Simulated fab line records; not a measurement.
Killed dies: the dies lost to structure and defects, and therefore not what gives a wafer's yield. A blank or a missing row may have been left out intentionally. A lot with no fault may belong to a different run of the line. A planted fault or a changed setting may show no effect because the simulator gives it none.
fab line records | flow n5_finfet
[record] lots = 6 | wafers = 17 | last_day = 18
route steps=1938 shown MOL_CONTACT_COAG@547 BEOL_M4@1111 PASSIVATION@1936
lots that met no fault: from a run of the same line without faults
start_h: hours from the record's opening day to when the first of the lot's shown wafers began | wait_h: time in hours since the lot's previous step | " unchanged from the row above | L1.1+2: several wafers, shown together as one row | - no value present, or no start provided | * or withheld: withheld | < > ~ a bound
route shown NAME@n: NAME is a module with steps in the file, n the number in the route of the first one | usual: average and standard deviation across the fault-free wafers | same: alike in all rows | chamber/n: place in a boat | sites: per-site readings | _std_site: standard deviation of those values | _edge_site: the outer-site mean with the inner-site mean subtracted | radius_mm: for every site, how far away it sits from the centre of the wafer | mask NAME#n: copy n | behind: the most recent tool/chamber to have shaped the wafer | hold: the reason the lot was held/the length of the hold in hours/how it ended | device: whichever transistor did not switch (one of n, p or np) | end of line: tests of these same wafers at the route's end | a step without rows: its recipe alone | killed: count of dies lost to structure and defects at first sort (not the wafer's yield) | map: shows each die of a wafer: x if killed, . if not, _ if none is there
set.NAME: setting as actually run; set.NAME@STEP: the setting as run at that earlier step | model.NAME: the simulator's own value behind a step, which no gauge read
lots seen at some steps along the route; tables by step, rows by wafer
services: a tool's chamber out of use, with start hour (start_h, from the record's first day; less than 0 if before it), hours out, and reason
[[steps]]
[step N5_MOL_CONTACT_COAG_SPUTTER_143]
[recipe] material = Co | target_thk_a = 25 | temp_c = 25 | chamber_pressure_pa = 0.2
[usual] substrate_temp_c = 25.01/0.12 | throttle_valve_pct = 29.9/0.84
lot.wafer | tool           | chamber | start_h | wait_h | substrate_temp_c | throttle_valve_pct
L844.1    | pvd_sputter-02 | -       | 131.22  | 0.0    | 25.10            | 30.0
L844.3    | "              | -       | "       | "      | 25.19            | 30.0
L845.1    | pvd_sputter-01 | -       | 139.86  | 0.0    | 25.16            | 30.1
L845.3    | "              | -       | "       | "      | 24.98            | 30.5
L845.5    | "              | -       | "       | "      | 25.09            | 30.5
L851.1    | pvd_sputter-01 | -       | 168.27  | 0.0    | 24.99            | 30.3
L851.3    | "              | -       | "       | "      | 25.16            | 30.2
L851.6    | "              | -       | "       | "      | 24.98            | 30.4
L852.4    | pvd_sputter-01 | -       | 176.04  | 0.0    | 24.85            | 30.9
L852.5    | "              | -       | "       | "      | 25.02            | 30.5
L852.6    | "              | -       | "       | "      | 24.78            | 30.9
L855.2    | pvd_sputter-03 | -       | 191.44  | 0.0    | 25.02            | 29.2
L855.4    | "              | -       | "       | "      | 25.00            | 28.9
L855.5    | "              | -       | "       | "      | 25.14            | 29.4
L860.2    | pvd_sputter-01 | -       | 228.44  | 0.0    | 24.88            | 30.6
L860.4    | "              | -       | "       | "      | 24.96            | 30.9
L860.5    | "              | -       | "       | "      | 25.29            | 31.1
[step N5_MOL_CONTACT_COAG_CO_FILL_22]
[recipe] material = Co | target_thk_a = 200 | temp_c = 200 | precursor = CCTBA/H2 | pressure_torr = 30
[usual] heater_power_w = 248/23
lot.wafer | tool      | chamber | start_h | wait_h | heater_power_w | since_wet_clean_h
L844.1    | cvd_co-02 | 0       | 131.34  | 0.1    | 217            | 673
L844.3    | "         | 1       | "       | "      | 291            | 1110
L845.1    | cvd_co-01 | 1       | 140.00  | 0.1    | 236            | 3
L845.3    | "         | 2       | "       | "      | 228            | 441
L845.5    | "         | 0       | "       | "      | 251            | -
L851.1    | cvd_co-02 | 2       | 168.39  | 0.1    | 260            | 251
L851.3    | "         | 2       | "       | "      | 258            | -
L851.6    | "         | 2       | "       | "      | 261            | -
L852.4    | cvd_co-02 | 1       | 176.45  | 0.4    | 290            | -
L852.5    | "         | 0       | "       | "      | 212            | -
L852.6    | "         | 2       | "       | "      | 251            | -
L855.2    | cvd_co-01 | 1       | 191.56  | 0.1    | 239            | 55
L855.4    | "         | 1       | "       | "      | 238            | -
L855.5    | "         | 0       | "       | "      | 248            | -
L860.2    | cvd_co-01 | 2       | 228.56  | 0.1    | 235            | 529
L860.4    | "         | 1       | "       | "      | 240            | -
L860.5    | "         | 2       | "       | "      | 234            | -
[step N5_MOL_CONTACT_COAG_ANNEAL_113]
[recipe] temp_c = 400 | time_s = 300 | ambient = H2/N2
[step N5_MOL_CONTACT_COAG_PRE_CLEAN_142]
[recipe] gas = H2/He | time_s = 60 | temp_c = 300
[usual] heater_power_w = 463/33
lot.wafer | tool           | chamber | start_h | wait_h | heater_power_w
L844.1    | pvd_sputter-02 | -       | 134.36  | 2.3    | 446
L844.3    | "              | -       | "       | "      | 473
L845.1    | pvd_sputter-02 | -       | 141.86  | 1.1    | 475
L845.3    | "              | -       | "       | "      | 465
L845.5    | "              | -       | "       | "      | 483
L851.1    | pvd_sputter-02 | -       | 171.56  | 2.1    | 477
L851.3    | "              | -       | "       | "      | 454
L851.6    | "              | -       | "       | "      | 463
L852.4    | pvd_sputter-03 | -       | 180.07  | 2.5    | 405
L852.5    | "              | -       | "       | "      | 483
L852.6    | "              | -       | "       | "      | 411
L855.2    | pvd_sputter-03 | -       | 193.60  | 1.1    | 414
L855.4    | "              | -       | "       | "      | 463
L855.5    | "              | -       | "       | "      | 483
L860.2    | pvd_sputter-02 | -       | 232.38  | 2.9    | 480
L860.4    | "              | -       | "       | "      | 459
L860.5    | "              | -       | "       | "      | 465
[step N5_MOL_CONTACT_COAG_SPUTTER_130]
[recipe] material = Co | target_thk_a = 475 | temp_c = 25 | chamber_pressure_pa = 0.5 | power_w = 3000
[usual] substrate_temp_c = 24.99/0.11 | throttle_valve_pct = 30.0/0.85
lot.wafer | tool           | chamber | start_h | wait_h | substrate_temp_c | throttle_valve_pct
L844.1    | pvd_sputter-02 | -       | 134.42  | 0.0    | 25.03            | 30.1
L844.3    | "              | -       | "       | "      | 25.05            | 28.5
L845.1    | pvd_sputter-02 | -       | 141.92  | 0.0    | 24.73            | 31.0
L845.3    | "              | -       | "       | "      | 24.94            | 28.2
L845.5    | "              | -       | "       | "      | 25.00            | 30.2
L851.1    | pvd_sputter-02 | -       | 171.62  | 0.0    | 24.89            | 28.1
L851.3    | "              | -       | "       | "      | 24.89            | 30.0
L851.6    | "              | -       | "       | "      | 24.92            | 28.4
L852.4    | pvd_sputter-03 | -       | 180.13  | 0.0    | 25.04            | 31.1
L852.5    | "              | -       | "       | "      | 25.05            | 28.6
L852.6    | "              | -       | "       | "      | 24.89            | 31.1
L855.2    | pvd_sputter-03 | -       | 193.66  | 0.0    | 25.07            | 30.9
L855.4    | "              | -       | "       | "      | 24.78            | 29.4
L855.5    | "              | -       | "       | "      | 24.83            | 29.0
L860.2    | pvd_sputter-02 | -       | 232.44  | 0.0    | 24.88            | 30.0
L860.4    | "              | -       | "       | "      | 25.06            | 30.0
L860.5    | "              | -       | "       | "      | 24.78            | 30.9
[step N5_MOL_CONTACT_COAG_PRECLEAN_125]
[recipe] chemistry = DIW | time_s = 57.5 | temp_c = 23
[step N5_MOL_CONTACT_COAG_SRD_126]
[recipe] dry_time_s = 32 | dry = n2_spin | spin_rpm = 1500
[step N5_MOL_CONTACT_COAG_CMP_23]
[recipe] stop_on = SiO2 | t_overpolish_s = 1.5 | post_cmp_clean = cu_alkaline | down_force_psi = 2 | platen_rpm = 50.289 | pad_velocity_m_s = 1.0006 | target_thk_nm = 0
[usual] edge_zone_pressure_frac = 1.000/0.0052 | motor_current_A = 7.7/0.81 | overpolish_run_s = 1.501/0.0085 | time_to_endpoint_s = 10.4/2.2
lot.wafer | tool   | chamber | start_h | wait_h | edge_zone_pressure_frac | motor_current_A | overpolish_run_s | time_to_endpoint_s
L844.1    | cmp-01 | 0       | 134.94  | 0.4    | 0.994                   | 6.8             | 1.511            | 9.3
L844.3    | "      | 1       | "       | "      | 1.006                   | 6.7             | 1.493            | 11.4
L845.1    | cmp-01 | 1       | 142.23  | 0.2    | 0.994                   | 6.7             | 1.500            | 11.8
L845.3    | "      | 2       | "       | "      | 0.997                   | 8.1             | 1.498            | 13.3
L845.5    | "      | 2       | "       | "      | 0.999                   | 7.5             | 1.502            | 11.9
L851.3    | cmp-02 | 3       | 171.87  | 0.1    | 0.998                   | 6.4             | 1.500            | 10.0
L851.1    | "      | 0       | "       | "      | 0.992                   | 6.9             | 1.507            | 14.6
L851.6    | "      | 1       | "       | "      | 1.003                   | 8.7             | 1.489            | 10.9
L852.4    | cmp-02 | 2       | 180.44  | 0.1    | 0.995                   | 8.2             | 1.513            | 10.8
L852.5    | "      | 3       | "       | "      | 1.004                   | 6.2             | 1.503            | 10.3
L852.6    | "      | 0       | "       | "      | 0.995                   | 7.2             | 1.502            | 13.0
L855.2    | cmp-02 | 0       | 193.85  | 0.0    | 1.002                   | 7.2             | 1.511            | 8.9
L855.4    | "      | 1       | "       | "      | 1.000                   | 8.4             | 1.509            | 8.6
L855.5    | "      | 0       | "       | "      | 1.007                   | 7.5             | 1.506            | 12.5
L860.4    | cmp-01 | 1       | 232.67  | 0.1    | 1.004                   | 6.7             | 1.494            | 10.4
L860.2    | "      | 2       | "       | "      | 1.001                   | 8.3             | 1.481            | 11.1
L860.5    | "      | 0       | "       | "      | 1.008                   | 7.0             | 1.502            | 9.2
[step N5_MOL_CONTACT_COAG_WET_ETCH_26]
[recipe] target = Co | target_depth_nm = 13
[step N5_MOL_CONTACT_COAG_WET_ETCH_116]
[recipe] chemistry = SC1-inhibited | target_depth_nm = 4.6 | dry = ipa_marangoni | rinse_time_s = 30 | rinse_temp_c = 23
[step N5_MOL_CONTACT_COAG_ALD_27]
[recipe] material = SiOC | target_thk_a = 170 | temp_c = 400 | ald_precursor_family = carbosiloxane | ald_co_reactant = H2-plasma | pulse_time_s = 1.5 | time_s = 2720 | purge_time_s = 2 | co_reactant_purge_time_s = 2 | ald_cycles = 340 | pressure_torr = 2
[usual] heater_power_w = 865/99 | precursor_pulse_height_rel = 0.999/0.021 | run_length_s = 2769.9/0.56 | time_s = 2720/0
lot.wafer | tool       | chamber | start_h | wait_h | heater_power_w | precursor_pulse_height_rel | run_length_s | since_wet_clean_h | time_s
L844.1    | ald_sin-04 | 1       | 135.76  | 0.0    | 832            | 0.981                      | 2769.2       | 37                | 2720
L844.3    | "          | 2       | "       | "      | 767            | 1.021                      | 2769.5       | 37                | 2720
L845.1    | ald_sin-02 | 3       | 143.05  | 0.0    | 988            | 1.021                      | 2770.2       | 332               | 2720
L845.3    | "          | 0       | "       | "      | 1076           | 0.995                      | 2770.3       | 332               | 2720
L845.5    | "          | 1       | "       | "      | 844            | 1.023                      | 2770.1       | -                 | 2720
L851.1    | ald_sin-04 | 1       | 172.66  | 0.0    | 855            | 0.987                      | 2769.6       | 74                | 2720
L851.3    | "          | 2       | "       | "      | 780            | 1.006                      | 3248.3       | 74                | 3198.9
L851.6    | "          | 3       | "       | "      | 749            | 0.990                      | 2769.3       | -                 | 2720
L852.4    | ald_sin-04 | 0       | 181.96  | 0.8    | 696            | 0.972                      | 2769.1       | -                 | 2720
L852.5    | "          | 1       | "       | "      | 818            | 0.983                      | 2769.8       | -                 | 2720
L852.6    | "          | 2       | "       | "      | 767            | 1.008                      | 3248.2       | -                 | 3198.9
L855.2    | ald_sin-02 | 2       | 194.71  | 0.0    | 941            | 1.007                      | 2770.0       | 4                 | 2720
L855.4    | "          | 0       | "       | "      | 1040           | 1.001                      | 2769.9       | 4                 | 2720
L855.5    | "          | 3       | "       | "      | 976            | 0.962                      | 2770.7       | -                 | 2720
L860.2    | ald_sin-03 | 2       | 233.45  | 0.0    | 862            | 0.983                      | 2769.6       | 223               | 2720
L860.4    | "          | 3       | "       | "      | 800            | 1.010                      | 2771.1       | 223               | 2720
L860.5    | "          | 3       | "       | "      | 760            | 1.012                      | 2770.6       | -                 | 2720
[step N5_MOL_CONTACT_COAG_CMP_28]
[recipe] stop_on = SiNx | t_overpolish_s = 0.85 | post_cmp_clean = alkaline_brush | down_force_psi = 4.15 | platen_rpm = 51.8 | pad_velocity_m_s = 1.0307 | target_thk_nm = 14.522
[step N5_BEOL_M4_RC_MEAS_101]
[usual] DIBL_N = 36.7/2.6 | DIBL_P = 36.9/2.8 | IOFF_N = 0.17/0.043 | IOFF_P = 0.22/0.05 | ION_N = 678/15 | ION_P = 465/9.2 | SS_N = 71.6/0.79 | SS_P = 73.5/0.82 | VT_N = 250/3.9 | VT_P = -250/3.7
lot.wafer | tool      | chamber | start_h | wait_h | DIBL_N[mV/V] | DIBL_P[mV/V] | IOFF_N[nA/um] | IOFF_P[nA/um] | ION_N[uA/um] | ION_P[uA/um] | SS_N[mV/dec] | SS_P[mV/dec] | VT_N[mV] | VT_P[mV]
L845.1    | prober-01 | 0       | 206.49  | 0.0    | 32.7         | 32.4         | 0.10          | 0.15          | 657          | 463          | 70.2         | 72.2         | 260      | -257
L845.3    | "         | 0       | "       | "      | 38.8         | 39.0         | 0.20          | 0.22          | 702          | 478          | 72.0         | 74.6         | 248      | -251
L845.5    | "         | 0       | "       | "      | 33.1         | 32.5         | 0.11          | 0.14          | 665          | 462          | 70.2         | 71.9         | 255      | -254
L844.1    | prober-02 | 0       | 213.83  | 0.0    | 36.0         | 35.8         | 0.15          | 0.26          | 680          | 477          | 71.3         | 73.2         | 250      | -245
L844.3    | "         | 0       | "       | "      | 38.1         | 37.9         | 0.18          | 0.29          | 709          | 493          | 72.8         | 73.0         | 250      | -242
L852.4    | prober-02 | 0       | 252.64  | 1.1    | 36.0         | 35.4         | 0.13          | 0.18          | 667          | 456          | 71.1         | 72.8         | 256      | -256
L852.5    | "         | 0       | "       | "      | 32.0         | 31.4         | 0.08          | 0.12          | 629          | 436          | 69.5         | 72.2         | 262      | -260
L852.6    | "         | 0       | "       | "      | 37.1         | 37.6         | 0.16          | 0.22          | 662          | 457          | 71.7         | 74.3         | 253      | -251
L851.1    | prober-02 | 0       | 263.05  | 0.0    | 35.8         | 37.1         | 0.15          | 0.19          | 675          | 458          | 71.1         | 73.5         | 248      | -253
L851.3    | "         | 0       | "       | "      | 34.4         | 35.6         | 0.13          | 0.16          | 673          | 460          | 70.9         | 72.9         | 250      | -254
L851.6    | "         | 0       | "       | "      | 36.6         | 37.2         | 0.16          | 0.18          | 680          | 461          | 71.4         | 73.6         | 251      | -253
L855.2    | prober-01 | 0       | 272.87  | 0.2    | 38.8         | 36.7         | 0.17          | 0.20          | 674          | 453          | 72.2         | 73.7         | 249      | -250
L855.4    | "         | 0       | "       | "      | 38.7         | 37.6         | 0.19          | 0.22          | 670          | 459          | 72.5         | 73.7         | 248      | -249
L855.5    | "         | 0       | "       | "      | 39.7         | 39.8         | 0.23          | 0.26          | 712          | 475          | 72.1         | 73.3         | 243      | -249
L860.2    | prober-01 | 0       | 312.80  | 0.2    | 32.7         | 33.2         | 0.12          | 0.16          | 684          | 467          | 71.2         | 72.6         | 251      | -254
L860.4    | "         | 0       | "       | "      | 35.7         | 36.1         | 0.16          | 0.20          | 661          | 453          | 72.0         | 72.6         | 250      | -252
L860.5    | "         | 0       | "       | "      | 32.3         | 33.4         | 0.11          | 0.16          | 663          | 463          | 70.9         | 72.6         | 255      | -255
[step N5_PASSIVATION_PROBE_49]
[usual] defect_limited_yield = 91.0/1.4 | killed_at_M0_to_M3 = 36/9.6 | killed_at_M4_up = 14/6.1 | killed_at_contacts = 13/6.6 | killed_at_front_end = 40/11 | killed_at_other = 3.2/2.9 | killed_dies = 106/17 | killed_open = 71/12 | killed_short = 33/7.3 | sort_bin_4_leakage = 0.02/0.11 | sort_bin_5_function = 5.3/1 | sort_bin_6_memory = 3.4/0.68 | sort_bin_8_speed = 0.0/0.51 | sort_n_pass = 1073/19 | sort_yield_pct = 91.0/1.6
[same] gross_dies = 1180 | killed_at_back_side = 0
lot.wafer | tool      | chamber | start_h | wait_h | defect_limited_yield[%] | killed_at_M0_to_M3 | killed_at_M4_up | killed_at_contacts | killed_at_front_end | killed_at_other | killed_dies | killed_open | killed_short | sort_bin_4_leakage[%] | sort_bin_5_function[%] | sort_bin_6_memory[%] | sort_bin_8_speed[%] | sort_n_pass | sort_yield_pct[%]
L855.2    | prober-01 | -       | 385.30  | 0.1    | 89.8                    | 51                 | 20              | 12                 | 34                  | 3               | 120         | 67          | 49           | 0                     | 6.0                    | 3.8                  | 0                   | 1060        | 89.8
L855.4    | prober-01 | -       | 385.40  | 0.2    | 92.4                    | 27                 | 11              | 18                 | 29                  | 5               | 90          | 61          | 27           | 0                     | 5.1                    | 2.3                  | 0                   | 1090        | 92.4
L855.5    | prober-01 | -       | 385.45  | 0.2    | 89.8                    | 40                 | 15              | 28                 | 34                  | 3               | 120         | 75          | 44           | 0.08                  | 5.9                    | 3.6                  | 0                   | 1059        | 89.7
L860.2    | prober-01 | -       | 425.19  | 0.1    | 90.2                    | 31                 | 15              | 20                 | 49                  | 1               | 116         | 83          | 31           | 0                     | 6.0                    | 3.3                  | 0                   | 1064        | 90.2
L860.4    | prober-01 | -       | 425.29  | 0.2    | 90.5                    | 43                 | 9               | 16                 | 43                  | 1               | 112         | 80          | 27           | 0                     | 5.1                    | 3.8                  | 0                   | 1068        | 90.5
L860.5    | prober-01 | -       | 425.34  | 0.2    | 94.6                    | 22                 | 4               | 6                  | 32                  | 0               | 64          | 36          | 26           | 0                     | 3.2                    | 1.8                  | 0                   | 1116        | 94.6
// killed by level:class
L855.2 BEOL_M1:geometric_particle:open=14 BEOL_M0_SAQP:geometric_particle:short=13 BEOL_M0_SAQP:geometric_particle:open=12 MOL_CONTACT_COAG:geometric_particle:open=9 FIN_SAQP:geometric_particle:open=7 FIN_SAQP:geometric_particle:short=7 GATE_CUT:geometric_particle:short=7 BEOL_M1:geometric_particle:short=6
L855.4 MOL_CONTACT_COAG:geometric_particle:open=15 FIN_SAQP:geometric_particle:short=9 FIN_SAQP:geometric_particle:open=8 BEOL_M1:geometric_particle:open=6 STARTING-WAFER:geometric_particle:short=5 BEOL_M0_SAQP:geometric_particle:open=5 BEOL_M4:geometric_particle:open=5 BEOL_M0:geometric_particle:open=4
L855.5 MOL_CONTACT_COAG:geometric_particle:open=24 BEOL_M0_SAQP:geometric_particle:short=14 BEOL_M0_SAQP:geometric_particle:open=10 FIN_SAQP:geometric_particle:short=6 BEOL_M4:geometric_particle:open=6 GATE_CUT:geometric_particle:short=6 FIN_SAQP:geometric_particle:open=5 BEOL_M1:geometric_particle:open=5
L860.2 MOL_CONTACT_COAG:geometric_particle:open=16 FIN_SAQP:geometric_particle:open=13 STI_FIN_REVEAL:geometric_particle:open=12 BEOL_M1:geometric_particle:open=10 BEOL_M4:geometric_particle:open=7 FIN_SAQP:geometric_particle:short=6 BEOL_M2:geometric_particle:open=6 ILD0:geometric_particle:short=4
L860.4 STI_FIN_REVEAL:geometric_particle:open=18 BEOL_M2:geometric_particle:open=13 MOL_CONTACT_COAG:geometric_particle:open=12 BEOL_M0_SAQP:geometric_particle:short=11 FIN_SAQP:geometric_particle:open=8 BEOL_M0_SAQP:geometric_particle:open=6 BEOL_M3:geometric_particle:open=5 FIN_SAQP:geometric_particle:short=4
L860.5 FIN_SAQP:geometric_particle:short=8 MOL_CONTACT_COAG:geometric_particle:open=6 DUMMY_GATE:geometric_particle:open=5 FIN_SAQP:geometric_particle:open=4 BEOL_M0_SAQP:geometric_particle:short=4 BEOL_M0_SAQP:geometric_particle:open=4 BEOL_M2:geometric_particle:open=4 BEOL_M2:geometric_particle:short=3
[[services]]
tool           | chamber | start_h | hours | kind
cvd_co-01      | 1       | 114.67  | -     | clean
cvd_co-01      | 1       | 114.67  | 22.0  | scheduled_down
cvd_co-01      | 1       | 114.67  | 22.0  | vent_cycle
cmp-01         | -       | 117.16  | 2.3   | repair
pvd_sputter-01 | -       | 118.61  | 0.7   | repair
pvd_sputter-03 | -       | 125.88  | 24.5  | repair
cmp-01         | -       | 135.57  | 5.0   | pm
cmp-02         | -       | 140.53  | 4.1   | pm
ald_sin-03     | 3       | 143.82  | 2.7   | repair
pvd_sputter-02 | -       | 144.92  | 10.0  | repair
cvd_co-02      | 1       | 164.60  | 4.2   | repair
ald_sin-02     | -       | 176.78  | 14.0  | pm
ald_sin-02     | 0       | 176.78  | 14.0  | vent_cycle
ald_sin-02     | 1       | 176.78  | 14.0  | vent_cycle
ald_sin-02     | 2       | 176.78  | 14.0  | vent_cycle
ald_sin-02     | 3       | 176.78  | 14.0  | vent_cycle
ald_sin-04     | 3       | 178.63  | 5.6   | repair
cmp-01         | -       | 182.47  | 3.7   | repair
cvd_co-02      | -       | 184.99  | 0.3   | repair
ald_sin-02     | 0       | 190.78  | -     | clean
cmp-02         | -       | 209.96  | 6.6   | pm
cmp-01         | -       | 210.77  | 4.0   | pm
cmp-01         | -       | 214.77  | -     | consumable_replace:conditioner
cmp-01         | -       | 214.77  | -     | consumable_replace:pad
[[key]]
[first_sign] step = N5_MOL_CONTACT_COAG_ALD_27 | reading = time_s | direction = up | sigmas = 99+ | usual = * | struck = *
[effect] step = N5_MOL_CONTACT_COAG_ALD_27 | reading = run_length_s | direction = up | sigmas = 99+ | usual = * | struck = *
met_at N5_MOL_CONTACT_COAG_ALD_27
struck_wafers L851.3,L852.6
onset_between 135.76 172.66
[fault] kind = process_parameter_drift | tool = ald_sin-04 | chamber = 2 | onset_h = 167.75 | steps = N5_MOL_CONTACT_COAG_ALD_27 | channel = time_s | offset = * | shape = step | end_h = 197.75 | stated = *
